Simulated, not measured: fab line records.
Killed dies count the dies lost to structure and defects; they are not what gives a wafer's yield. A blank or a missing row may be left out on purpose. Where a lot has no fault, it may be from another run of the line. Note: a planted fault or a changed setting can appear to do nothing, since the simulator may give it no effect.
Struck lot and sound lot, side by side ; flow nand harc ; 15 steps out of a route of 1159
Sound: these wafers, L500.3, L500.5, L500.6. The struck wafers were L514.1, L514.3, L514.6. At the end, the cause is stated.
Order at every step that has rows: each side's tool, ch and its chambers, its first start. Under that, the readings that differ: sound wafers ; struck wafers ; difference of the means ; sigmas: that difference in standard deviations of wafers without a fault.
alike: readings with means less than 2 such deviations apart, plus words and numbers identical on both sides. not compared: withheld readings, readings lacking a value on some wafer, bounds such as >300 that could conceal the same value, and numbers that have no deviation in the record and whose values overlap.
The two part at a step that has a row with sigmas, a row that says differs or no value, or rows on one side only. When numbers do not overlap yet have no deviation, they are printed without sigmas and do not part them. A reading that every wafer of one side lacks parts them only if that side has two wafers or more.

NHARC_P_GATE_DESCUM_31: chemistry O2, time 3 s.
  sound on rie diel-03 ch 1,2,3, day 5 16:42; struck on rie diel-03 ch 1,2, day 9 00:13
  alike: chamber pressure mTorr, drypump motor current A, mfc ar sccm, oes product au, rf vpp V, showerhead plenum p Torr, throttle valve pct
  not compared: rf hours counter h
then, 1 step without rows for these wafers: NHARC_P_GATE_ETCH_104 (etches the open film in CF4/CHF3, target depth 60 nm).
NHARC_P_GATE_HM_OPEN_105: chemistry O2/COS, target depth 360 nm.
  sound: rie diel-03 ch 1,2; struck: rie diel-03 ch 0,1,3
  alike: chamber pressure mTorr, drypump motor current A, mfc ar sccm, oes product au, rf vpp V, showerhead plenum p Torr, throttle valve pct
  not compared: rf hours counter h
then, 2 steps without rows for these wafers: NHARC_P_GATE_STRIP_106 (strips in O2/COS); NHARC_P_GATE_ETCH_114 (etches the open film in CF4/O2, target depth 30 nm, overetch 3 nm, time 16.5 s).
NHARC_P_GATE_ETCH_32: etches the open film in HBr/Cl2, target depth 150 nm, time 100.1 s.
  sound on rie si-03 ch 0,1, day 5 17:10; struck on rie si-03 ch 0,1,3, day 9 01:03
  alike: chamber pressure mTorr, drypump motor current A, oes product au, throttle valve pct
  not compared: rf hours counter h
NHARC_P_GATE_STRIP_108: strips in O2.
  sound on rie diel-03 ch 0,2,3, day 5 17:20; struck on rie diel-06 ch 0,1,3, day 9 01:13
  alike: chamber pressure mTorr, drypump motor current A, mfc ar sccm, oes product au, rf vpp V, showerhead plenum p Torr, throttle valve pct
  not compared: rf hours counter h
NHARC_P_GATE_CD_MEAS_33:
  struck on cd sem-03, day 9 01:22; sound on cd sem-03, day 5 17:29
  alike: cd nm
then, 4 steps without rows for these wafers: NHARC_P_GATE_STRIP_35 (strips in SPM, time 600 s); NHARC_P_GATE_PRECLEAN_73 (cleans in SC1); NHARC_P_GATE_SRD_74; NHARC_P_GATE_ALD_36 (deposits SiNx, target thk 20 nm, pulse time 60 s, ald cycles 223).
NHARC_P_GATE_ETCHBACK_37: etches the open film in CHF3/O2, target depth 34.5 nm, time 17.2 s.
  sound on rie diel-06 ch 0,1,2, day 6 03:26; struck on rie diel-03 ch 0,1,3, day 9 11:17
  no value came back on the struck wafers for any of 8 readings (bias w (W), chamber pressure mTorr (mTorr) and others); on the sound wafers bias w (W) reads 199.4 199.5 199.8
  not compared: rf hours counter h
NHARC_P_GATE_STRIP_101: strips in O2, time 20 s.
  sound on rie diel-06 ch 1,2, day 6 03:31; struck on rie diel-03 ch 0,2,3, day 9 11:23
  alike: chamber pressure mTorr, drypump motor current A, mfc ar sccm, oes product au, rf vpp V, showerhead plenum p Torr, throttle valve pct
  not compared: rf hours counter h
-- jump in the record: it breaks off in module P_GATE and resumes in module END (first step shown: number 1159 of the route), and 15 days separate the struck wafers' starts before and after --
NHARC_END_SORT_01:
  the record has rows for the struck wafers here (prober-01 ch 0, day 24 17:32) and none for the sound ones

WHERE THEY PART
At NHARC_P_GATE_ETCHBACK_37 first; at NHARC_END_SORT_01 last (within this record only).

WHY: the cause the simulator had injected
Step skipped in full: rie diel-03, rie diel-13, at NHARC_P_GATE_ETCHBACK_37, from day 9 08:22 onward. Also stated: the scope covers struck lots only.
